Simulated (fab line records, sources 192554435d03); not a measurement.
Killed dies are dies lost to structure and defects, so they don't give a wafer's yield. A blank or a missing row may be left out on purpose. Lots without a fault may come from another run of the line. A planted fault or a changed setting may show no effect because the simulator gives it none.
Which tool did it? | flow n5_finfet | 9 lots, 27 wafers sampled, at 5 steps of a route of 1938

WHAT THE GAUGES READ, wafer by wafer
N5_BEOL_M4_RC_MEAS_101.
lot  | measured     | on        | DIBL_N (mV/V)
L424 | day 8 02:14  | prober-02 | 34.6 38.2 37.1
L431 | day 10 00:45 | prober-02 | 33.8 35.1 34.4
L432 | day 10 08:11 | prober-01 | 37.8 38.1 36.6
L435 | day 11 08:32 | prober-01 | 33.6 34.7 33.2
L437 | day 11 08:53 | prober-02 | 36.8 36.6 38.6
L439 | day 12 10:29 | prober-02 | 35.5 36.6 37.5
L443 | day 12 22:56 | prober-01 | 36.6 36.3 35.4
L444 | day 12 22:28 | prober-02 | 39.1 38.5 37.6
L447 | day 13 23:38 | prober-02 | 35.6 34.9 33.5

WHICH TOOL RAN EACH LOT (tool, then ch and the chambers of the sampled wafers, then the start)
lot  | N5_HKMG_FIN_HK_ALD_01           | N5_HKMG_FIN_DESCUM_53             | N5_HKMG_FIN_ETCH_58               | N5_HKMG_FIN_ALD_79
L424 | ald_hk-02 ch 0,2, day 4 03:07   | rie_diel-02 ch 0,1,3, day 4 04:10 | rie_diel-02 ch 0,1,3, day 4 04:28 | ald_metal-04 ch 0,1,2, day 4 05:32
L431 | ald_hk-03 ch 0,1,3, day 5 18:23 | rie_diel-05 ch 2,3, day 5 19:18   | rie_diel-05 ch 2,3, day 5 19:37   | ald_metal-04 ch 1,2,3, day 5 20:41
L432 | ald_hk-01 ch 0,1, day 6 03:46   | rie_diel-06 ch 0,1, day 6 05:00   | rie_diel-06 ch 0,1, day 6 05:18   | ald_metal-04 ch 2,3, day 6 06:22
L435 | ald_hk-02 ch 0,2, day 7 00:40   | rie_diel-06 ch 0,1,3, day 7 01:42 | rie_diel-06 ch 0,1,3, day 7 02:00 | ald_metal-02 ch 0,2,3, day 7 03:04
L437 | ald_hk-02 ch 0,2,3, day 7 09:20 | rie_diel-05 ch 0,3, day 7 10:45   | rie_diel-05 ch 0,3, day 7 11:03   | ald_metal-02 ch 1,2,3, day 7 12:07
L439 | ald_hk-01 ch 2,3, day 7 16:36   | rie_diel-02 ch 0,2, day 7 17:38   | rie_diel-02 ch 0,2, day 7 17:56   | ald_metal-02 ch 0,2,3, day 7 19:01
L443 | ald_hk-02 ch 0,1, day 8 21:38   | rie_diel-02 ch 0,2, day 8 22:52   | rie_diel-02 ch 0,2, day 8 23:10   | ald_metal-04 ch 0,1,3, day 9 00:14
L444 | ald_hk-02 ch 0,1,2, day 8 22:35 | rie_diel-06 ch 0,1,3, day 9 00:10 | rie_diel-06 ch 0,1,3, day 9 00:28 | ald_metal-04 ch 0,2,3, day 9 01:32
L447 | ald_hk-01 ch 0,1,2, day 9 22:32 | rie_diel-05 ch 0,2,3, day 9 23:27 | rie_diel-05 ch 0,2,3, day 9 23:46 | ald_metal-04 ch 0,1, day 10 00:49
- N5_HKMG_FIN_HK_ALD_01: deposits HfO2, target thk 1.6 nm, pulse time 3 s, purge time 3 s.
- N5_HKMG_FIN_DESCUM_53: chemistry O2, time 7.9 s.
- N5_HKMG_FIN_ETCH_58: etches SOC in N2/H2, target depth 215.8 nm, time 741 s.
- N5_HKMG_FIN_ALD_79: deposits TiN, target thk 1.5 nm, pulse time 1 s, purge time 3 s.

THE ANSWER, worked out from the rows above alone
Rule: what is usual is taken from the lots themselves. Put in order of their means at a reading, lots are off if they are a third of the lots or fewer, leave a main group of 4 or more, and stand apart from it by a gap of 3 or more times the standard deviation of the main group's means; of several such gaps the widest counts. A main group whose means are all the same, to the digits that the tables above print for the reading, isn't used. A lot without any number at a reading at which 4 lots or more have one is off too. The other lots that the step has rows for count as sound.
No lot is off at any reading shown: from this, nothing can be told.

WHAT THE SIMULATOR HAD PUT IN
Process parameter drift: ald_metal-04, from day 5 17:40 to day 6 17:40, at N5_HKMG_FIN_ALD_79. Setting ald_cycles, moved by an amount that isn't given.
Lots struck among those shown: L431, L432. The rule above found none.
